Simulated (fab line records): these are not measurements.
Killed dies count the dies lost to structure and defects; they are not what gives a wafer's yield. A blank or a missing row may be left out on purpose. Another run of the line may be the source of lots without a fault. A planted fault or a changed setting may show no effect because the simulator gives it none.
Chamber matching :: flow n5 finfet :: rie diel-06 running N5_BEOL_M14_DESCUM_33: 4 sister chambers
The step chemistry O2, time 7.9 s. 18 wafers are shown with their chamber, then 9 later ones without.

## WAFERS, EACH WITH ITS CHAMBER
wafer: L075.3
chamber: 0
drypump motor current A (A): 5.0
throttle valve pct (%): 20.1
showerhead plenum p Torr (Torr): 2.22

wafer: L075.4
chamber: 3
drypump motor current A (A): 6.6
throttle valve pct (%): 20.9
showerhead plenum p Torr (Torr): 2.18

wafer: L075.6
chamber: 0
drypump motor current A (A): 5.0
throttle valve pct (%): 20.1
showerhead plenum p Torr (Torr): 2.22

wafer: L077.1
chamber: 3
drypump motor current A (A): 6.6
throttle valve pct (%): 20.9
showerhead plenum p Torr (Torr): 2.18

wafer: L077.2
chamber: 0
drypump motor current A (A): 5.0
throttle valve pct (%): 20.1
showerhead plenum p Torr (Torr): 2.22

wafer: L077.3
chamber: 1
drypump motor current A (A): 5.1
throttle valve pct (%): 20.0
showerhead plenum p Torr (Torr): 2.05

wafer: L076.1
chamber: 0
drypump motor current A (A): 5.0
throttle valve pct (%): 20.1
showerhead plenum p Torr (Torr): 2.21

wafer: L076.3
chamber: 2
drypump motor current A (A): 6.4
throttle valve pct (%): 21.1
showerhead plenum p Torr (Torr): 1.99

wafer: L076.5
chamber: 1
drypump motor current A (A): 5.1
throttle valve pct (%): 20.0
showerhead plenum p Torr (Torr): 2.05

wafer: L078.1
chamber: 0
drypump motor current A (A): 5.0
throttle valve pct (%): 20.1
showerhead plenum p Torr (Torr): 2.21

wafer: L078.5
chamber: 3
drypump motor current A (A): 6.7
throttle valve pct (%): 20.9
showerhead plenum p Torr (Torr): 2.18

wafer: L078.6
chamber: 2
drypump motor current A (A): 6.4
throttle valve pct (%): 21.1
showerhead plenum p Torr (Torr): 1.99

wafer: L082.2
chamber: 1
drypump motor current A (A): 5.1
throttle valve pct (%): 20.1
showerhead plenum p Torr (Torr): 2.05

wafer: L082.3
chamber: 3
drypump motor current A (A): 6.6
throttle valve pct (%): 20.9
showerhead plenum p Torr (Torr): 2.18

wafer: L082.6
chamber: 1
drypump motor current A (A): 5.1
throttle valve pct (%): 20.1
showerhead plenum p Torr (Torr): 2.05

wafer: L084.1
chamber: 2
drypump motor current A (A): 6.5
throttle valve pct (%): 20.9
showerhead plenum p Torr (Torr): 2.25

wafer: L084.3
chamber: 1
drypump motor current A (A): 5.1
throttle valve pct (%): 20.1
showerhead plenum p Torr (Torr): 2.04

wafer: L084.5
chamber: 0
drypump motor current A (A): 5.0
throttle valve pct (%): 20.1
showerhead plenum p Torr (Torr): 2.21

SIGNATURES (means of the wafers above)
reading: drypump motor current A
chamber 0: 5.000
chamber 1: 5.100
chamber 2: 6.433
chamber 3: 6.625
scatter within a chamber: 0.0318

reading: throttle valve pct
chamber 0: 20.100
chamber 1: 20.060
chamber 2: 21.033
chamber 3: 20.900
scatter within a chamber: 0.0526

reading: showerhead plenum p Torr
chamber 0: 2.2150
chamber 1: 2.0480
chamber 2: 2.0767
chamber 3: 2.1800
scatter within a chamber: 0.0569
Rule: a wafer's distance from a chamber is the root of the sum, over the readings, of the square of ((its reading less the chamber's mean) divided by the reading's scatter). If the next closest chamber is less than 2 further off than the closest, the wafer can't be placed; otherwise it belongs to the closest. How the scatter is found: for the shown wafers, subtract from each reading the mean of its chamber, square and add these, divide the total by (wafers less chambers), then take the root.

## WAFERS WITH NO CHAMBER GIVEN
wafer: L094.1
drypump motor current A (A): 5.1
throttle valve pct (%): 20.1
showerhead plenum p Torr (Torr): 2.04

wafer: L094.4
drypump motor current A (A): 6.5
throttle valve pct (%): 20.9
showerhead plenum p Torr (Torr): 2.24

wafer: L094.5
drypump motor current A (A): 6.5
throttle valve pct (%): 20.9
showerhead plenum p Torr (Torr): 2.24

wafer: L097.1
drypump motor current A (A): 5.0
throttle valve pct (%): 20.2
showerhead plenum p Torr (Torr): 2.19

wafer: L097.2
drypump motor current A (A): 6.4
throttle valve pct (%): 20.9
showerhead plenum p Torr (Torr): 2.24

wafer: L097.3
drypump motor current A (A): 5.1
throttle valve pct (%): 20.1
showerhead plenum p Torr (Torr): 2.03

wafer: L097.4
drypump motor current A (A): 6.6
throttle valve pct (%): 20.5
showerhead plenum p Torr (Torr): 2.16

wafer: L097.5
drypump motor current A (A): 5.0
throttle valve pct (%): 20.2
showerhead plenum p Torr (Torr): 2.19

wafer: L097.6
drypump motor current A (A): 6.6
throttle valve pct (%): 20.5
showerhead plenum p Torr (Torr): 2.16

## THE CHAMBER EACH PASSED THROUGH
wafer: L094.1
from the rows above: 1
in truth: 1

wafer: L094.4
from the rows above: can't be placed: 3 or 2
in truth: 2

wafer: L094.5
from the rows above: can't be placed: 3 or 2
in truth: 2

wafer: L097.1
from the rows above: 0
in truth: 0

wafer: L097.2
from the rows above: 2
in truth: 2

wafer: L097.3
from the rows above: 1
in truth: 1

wafer: L097.4
from the rows above: 3
in truth: 3

wafer: L097.5
from the rows above: 0
in truth: 0

wafer: L097.6
from the rows above: 3
in truth: 3
Correct placement for 7 of the 9. These rows do not allow placing 2 (true chamber among the candidates in 2). Placed wrongly: 0.
